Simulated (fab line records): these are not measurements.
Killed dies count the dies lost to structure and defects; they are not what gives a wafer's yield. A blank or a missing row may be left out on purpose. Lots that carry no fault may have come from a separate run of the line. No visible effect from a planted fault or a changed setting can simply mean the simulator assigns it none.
Chamber matching -- flow n5 finfet -- rie diel-05 running N5_FIN_SAQP_HM_OPEN_73: 4 sister chambers
The step chemistry CHF3/O2, target SiO2, stops on a-Si, target depth 12 nm, time 16.8 s. 4 wafers are shown with their chamber, then 7 later ones without.

## WAFERS WITH THEIR CHAMBER
wafer,chamber,rf vpp V (V)
L085.3,3,518
L085.6,0,526
L093.1,2,544
L093.4,1,532

## WAFERS WITHOUT THEIR CHAMBER
wafer,rf vpp V (V)
L093.6,545
L094.1,526
L094.5,544
L094.6,526
L096.1,527
L096.3,518
L096.6,527

## WHICH CHAMBER EACH ONE RAN IN
wafer,from the rows above,in truth
L093.6,2,2
L094.1,0,0
L094.5,2,2
L094.6,0,0
L096.1,0,0
L096.3,3,3
L096.6,0,0
7 of 7 placed correctly. Not placeable from these rows: 0. Placed wrongly: 0.
How it was worked out, from the rows above alone: a wafer's distance from a chamber is the root of the sum, over the readings, of the square of ((its reading less the chamber's mean) divided by the reading's scatter). If the next closest chamber is less than 2 further off than the closest, the wafer can't be placed; otherwise it belongs to the closest. A chamber's mean is the mean of its shown wafers. The scatter: with one shown wafer a chamber, the root of the mean of the squares of how far each hidden wafer lies from its nearest shown one.
